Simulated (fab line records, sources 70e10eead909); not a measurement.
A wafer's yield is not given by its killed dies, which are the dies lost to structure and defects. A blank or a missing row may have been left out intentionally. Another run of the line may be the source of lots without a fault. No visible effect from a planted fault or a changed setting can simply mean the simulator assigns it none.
Which tool did it?    flow nandHarc    Sampling: 11 lots, 33 wafers, 6 of 1159 route steps

WHAT THE GAUGES READ, wafer by wafer
NHARC_A_SLIT_INSPECT_11.
lot   measured      on                rawDefectCount
L265  day 14 14:41  defectInspect-02  30 29 16
L268  day 14 19:32  defectInspect-02  20 20 30
L269  day 14 23:42  defectInspect-01  8 5 11
L266  day 15 00:00  defectInspect-02  12 23 22
L270  day 15 13:55  defectInspect-02  29 21 33
L274  day 16 22:26  defectInspect-01  14 19 7
L279  day 17 16:22  defectInspect-01  38 36 38
L278  day 17 17:25  defectInspect-01  29 32 33
L280  day 17 18:11  defectInspect-02  22 10 11
L277  day 17 20:07  defectInspect-02  25 22 30
L287  day 20 18:09  defectInspect-01  20 29 25

NHARC_A_SLIT_CD_MEAS_21.
lot   measured      on        cdNm (nm)
L265  day 14 18:11  cdSem-03  288.6 290.3 289.6
L268  day 15 00:29  cdSem-02  291.1 291.1 291.1
L269  day 15 03:14  cdSem-02  289.6 289.1 291.5
L266  day 15 03:29  cdSem-02  288.7 291.0 290.1
L270  day 15 17:32  cdSem-02  290.1 290.8 289.3
L274  day 17 02:04  cdSem-02  289.6 289.3 288.6
L279  day 17 19:59  cdSem-02  288.2 288.8 289.2
L278  day 17 21:29  cdSem-03  289.0 288.6 287.8
L280  day 17 21:55  cdSem-01  289.7 290.7 289.0
L277  day 17 23:37  cdSem-03  288.7 289.3 289.1
L287  day 20 21:37  cdSem-01  289.6 289.1 289.6

NHARC_A_SIN_REMOVE_INSPECT_04.
lot   measured      on                rawDefectCount
L265  day 15 01:35  defectInspect-01  268 219 220
L268  day 15 08:11  defectInspect-01  245 319 215
L269  day 15 10:52  defectInspect-01  299 367 350
L266  day 15 10:53  defectInspect-01  294 233 243
L270  day 16 01:12  defectInspect-02  272 413 387
L274  day 17 09:45  defectInspect-02  275 316 238
L279  day 18 03:24  defectInspect-01  771 704 812
L278  day 18 03:23  defectInspect-02  311 199 301
L280  day 18 03:25  defectInspect-01  803 746 812
L277  day 18 07:17  defectInspect-01  320 257 435
L287  day 21 05:03  defectInspect-02  236 272 188

NHARC_END_SORT_01.
lot   measured      on         killedAtArray  killedAtOther  killedAtPeriphery  killedDies  killedOpen  killedShort
L279  day 23 03:14  prober-01  121 85 107     0 0 1          1 3 0              122 88 108  2 5 2       2 2 2
L280  day 22 18:40  prober-02  122 100 94     2 2 0          2 4 2              126 106 96  2 4 3       3 3 0

EACH LOT AND THE TOOL THAT RAN IT (in order: tool; ch and the chambers of the sampled wafers; start)
lot   NHARC_A_SGD_CUT_ETCHBACK_24        NHARC_A_SLIT_ETCH_15
L265  rieDiel-13 ch 1,2, day 14 11:02    rieDiel-01 ch 0,2,3, day 14 15:02
L268  rieDiel-04 ch 0,3, day 14 15:17    rieDiel-03 ch 0,3, day 14 19:46
L269  rieDiel-13 ch 2,3, day 14 19:46    rieDiel-01 ch 0,2, day 14 23:59
L266  rieDiel-04 ch 0,3, day 14 19:49    rieDiel-03 ch 0,1,2, day 15 00:19
L270  rieDiel-02 ch 0,3, day 15 09:31    rieDiel-01 ch 0,1,2, day 15 14:15
L274  rieDiel-13 ch 0,1,2, day 16 16:41  rieDiel-01 ch 0,1,2, day 16 22:41
L279  rieDiel-04 ch 0,2, day 17 12:46    rieDiel-01 ch 0,1,2, day 17 16:42
L278  rieDiel-02 ch 2,3, day 17 12:50    rieDiel-03 ch 1,2,3, day 17 17:46
L280  rieDiel-02 ch 0,2,3, day 17 12:56  rieDiel-01 ch 0,1, day 17 18:26
L277  rieDiel-04 ch 2,3, day 17 15:28    rieDiel-07 ch 0,1,2, day 17 20:28
L287  rieDiel-13 ch 0,1,3, day 20 13:49  rieDiel-07 ch 2,3, day 20 18:26
- NHARC_A_SGD_CUT_ETCHBACK_24: etches the open film in CH3F/O2, target depth 50 nm, time 92.857 s.
- NHARC_A_SLIT_ETCH_15: etches the open film in O2/COS, target depth 3200 nm, time 832 s.

AS READ BY THE TOOLS THEMSELVES (means over the sampled wafers that have a number; for cases with no such wafer, the mark the record gives instead)
NHARC_A_SGD_CUT_ETCHBACK_24.
lot   tool        chamberPressureMTorr (mTorr)  drypumpMotorCurrentA (A)  o2FlowSccm (sccm)  oesProductAu (a.u.)  rfVppV (V)  showerheadPlenumPTorr (Torr)  throttleValvePct (%)
L265  rieDiel-13  25.016                        5.7                       29.94              1.00                 244.9       2.54                          20.664
L268  rieDiel-04  25.001                        6.1                       29.88              0.98                 241.9       2.31                          20.655
L269  rieDiel-13  24.999                        6.0                       30.11              0.93                 245.0       2.54                          20.663
L266  rieDiel-04  25.010                        5.6                       29.93              0.92                 243.4       2.33                          20.669
L270  rieDiel-02  25.024                        5.9                       30.05              1.01                 245.7       2.58                          20.658
L274  rieDiel-13  25.002                        5.6                       30.05              1.00                 244.4       2.49                          20.661
L279  rieDiel-04  24.999                        6.1                       29.98              0.93                 242.0       2.29                          20.659
L278  rieDiel-02  24.993                        6.0                       30.01              0.92                 243.5       2.43                          20.664
L280  rieDiel-02  24.995                        5.9                       30.10              0.99                 245.3       2.51                          20.664
L277  rieDiel-04  25.000                        5.4                       29.88              0.99                 242.5       2.33                          20.667
L287  rieDiel-13  25.006                        5.9                       29.96              0.93                 244.1       2.45                          20.656

NHARC_A_SLIT_ETCH_15.
lot   tool        chamberPressureMTorr (mTorr)  drypumpMotorCurrentA (A)  o2FlowSccm (sccm)  oesProductAu (a.u.)  rfVppV (V)  showerheadPlenumPTorr (Torr)  throttleValvePct (%)
L265  rieDiel-01  19.994                        5.6                       400.6              0.995                313.1       3.08                          28.328
L268  rieDiel-03  19.997                        5.7                       400.2              1.000                315.0       3.17                          28.329
L269  rieDiel-01  19.998                        5.7                       401.4              0.994                312.2       2.99                          28.329
L266  rieDiel-03  19.999                        5.6                       400.5              0.998                313.8       3.06                          28.334
L270  rieDiel-01  20.014                        5.9                       399.6              1.012                312.6       3.03                          28.326
L274  rieDiel-01  20.006                        5.8                       400.3              0.995                312.2       3.03                          28.324
L279  rieDiel-01  19.992                        5.8                       400.0              1.001                313.2       3.03                          28.326
L278  rieDiel-03  20.002                        6.0                       400.2              1.001                313.6       3.12                          28.335
L280  rieDiel-01  19.992                        6.3                       399.5              1.003                313.5       3.11                          28.322
L277  rieDiel-07  20.009                        5.3                       398.7              0.997                314.3       3.20                          28.325
L287  rieDiel-07  20.007                        5.3                       399.2              0.989                313.2       3.04                          28.329

THE ANSWER, worked out from the rows above alone
Rule: what is usual is taken from the lots themselves. The widest of any qualifying gaps counts: lots, ordered by their means at a reading, are off when they make up no more than a third of the lots, leave a main group of 4 or more, and stand apart from it by 3 or more times the standard deviation of that group's means. Not used: any main group whose means are identical at the precision the tables above print for the reading. Also off: a lot with no number at a reading for which 4 or more lots have one. Any other lot the step has rows for is counted as sound. First the gauges in route order, then the tools' own readings, where a lot's mean is used as printed above. The first step at which some lot is off is used, and at that step the reading that is off furthest; a lot without a number counts as furthest.
Off: L279, L280 (NHARC_A_SIN_REMOVE_INSPECT_04, rawDefectCount). For the main group the mean is 285 and the standard deviation 45.
If a tool, at a process step before that reading, ran all the lots that are off and no sound lot after the first of them, it fits. The gauges at NHARC_A_SIN_REMOVE_INSPECT_04 are tried like those tools. One candidate fits, namely rieDiel-01 at NHARC_A_SLIT_ETCH_15. Its last sound lot is L274 (day 16 22:41), its first lot that is off L279 (day 17 16:42): a fault that began between those two fits.

WHAT THE SIMULATOR HAD INSERTED
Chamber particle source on rieDiel-01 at NHARC_A_SLIT_ETCH_15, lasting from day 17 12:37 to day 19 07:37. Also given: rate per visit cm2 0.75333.
Lots struck among those shown: L279, L280. The rule above found the same.
